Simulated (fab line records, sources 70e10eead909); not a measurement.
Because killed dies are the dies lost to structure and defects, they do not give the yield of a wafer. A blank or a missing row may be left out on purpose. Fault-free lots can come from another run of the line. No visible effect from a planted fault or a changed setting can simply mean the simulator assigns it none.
Chamber matching :: flow nandHarc :: NHARC_P_CONTACT_DEP_30 on pecvd-01 has 3 sister chambers
The step deposits SiNx, target thk 30 nm. 22 wafers are shown with their chamber, then 11 later ones without.

## EACH WAFER AND ITS CHAMBER
wafer: L074.1
chamber: 2
heaterPowerW (W): 839

wafer: L074.3
chamber: 0
heaterPowerW (W): 903

wafer: L074.6
chamber: 0
heaterPowerW (W): 729

wafer: L075.2
chamber: 2
heaterPowerW (W): 817

wafer: L075.3
chamber: 1
heaterPowerW (W): 746

wafer: L075.5
chamber: 1
heaterPowerW (W): 734

wafer: L077.3
chamber: 2
heaterPowerW (W): 836

wafer: L077.4
chamber: 1
heaterPowerW (W): 752

wafer: L077.6
chamber: 0
heaterPowerW (W): 756

wafer: L078.2
chamber: 2
heaterPowerW (W): 781

wafer: L078.4
chamber: 0
heaterPowerW (W): 813

wafer: L078.5
chamber: 1
heaterPowerW (W): 667

wafer: L082.1
chamber: 0
heaterPowerW (W): 775

wafer: L082.3
chamber: 1
heaterPowerW (W): 750

wafer: L082.5
chamber: 1
heaterPowerW (W): 745

wafer: L087.2
chamber: 0
heaterPowerW (W): 731

wafer: L087.3
chamber: 2
heaterPowerW (W): 880

wafer: L087.5
chamber: 0
heaterPowerW (W): 755

wafer: L088.2
chamber: 0
heaterPowerW (W): 850

wafer: L088.4
chamber: 0
heaterPowerW (W): 890

wafer: L088.5
chamber: 1
heaterPowerW (W): 663

wafer: L089.1
chamber: 0
heaterPowerW (W): 766

SIGNATURES (averages over the wafers above)
reading: heaterPowerW
chamber 0: 796.80
chamber 1: 722.43
chamber 2: 830.60
scatter within a chamber: 52
Rule: a wafer's distance from a chamber is the root of the sum, over the readings, of the square of ((its reading less the chamber's mean) divided by the reading's scatter). If the next closest chamber is less than 2 further off than the closest, the wafer can't be placed; otherwise it belongs to the closest. The scatter: take each reading less its chamber's mean, square it, sum over the shown wafers, divide by the number of wafers less the number of chambers, and take the root.

## WAFERS MISSING THEIR CHAMBER
wafer: L089.3
heaterPowerW (W): 688

wafer: L089.6
heaterPowerW (W): 778

wafer: L090.2
heaterPowerW (W): 902

wafer: L090.5
heaterPowerW (W): 889

wafer: L090.6
heaterPowerW (W): 676

wafer: L092.1
heaterPowerW (W): 713

wafer: L092.3
heaterPowerW (W): 847

wafer: L092.4
heaterPowerW (W): 877

wafer: L094.1
heaterPowerW (W): 701

wafer: L094.2
heaterPowerW (W): 857

wafer: L094.4
heaterPowerW (W): 883

## THE CHAMBER EACH PASSED THROUGH
wafer: L089.3
from the rows above: can't be placed: 1 or 0
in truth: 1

wafer: L089.6
from the rows above: can't be placed: 0 or 2 or 1
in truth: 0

wafer: L090.2
from the rows above: can't be placed: 2 or 0
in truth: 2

wafer: L090.5
from the rows above: can't be placed: 2 or 0
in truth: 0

wafer: L090.6
from the rows above: can't be placed: 1 or 0
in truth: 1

wafer: L092.1
from the rows above: can't be placed: 1 or 0
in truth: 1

wafer: L092.3
from the rows above: can't be placed: 2 or 0
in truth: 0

wafer: L092.4
from the rows above: can't be placed: 2 or 0
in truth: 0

wafer: L094.1
from the rows above: can't be placed: 1 or 0
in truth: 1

wafer: L094.2
from the rows above: can't be placed: 2 or 0
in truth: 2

wafer: L094.4
from the rows above: can't be placed: 2 or 0
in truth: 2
0 of 11 placed correctly. These rows do not allow placing 11 (true chamber among the candidates in 11). Number placed wrongly: 0.
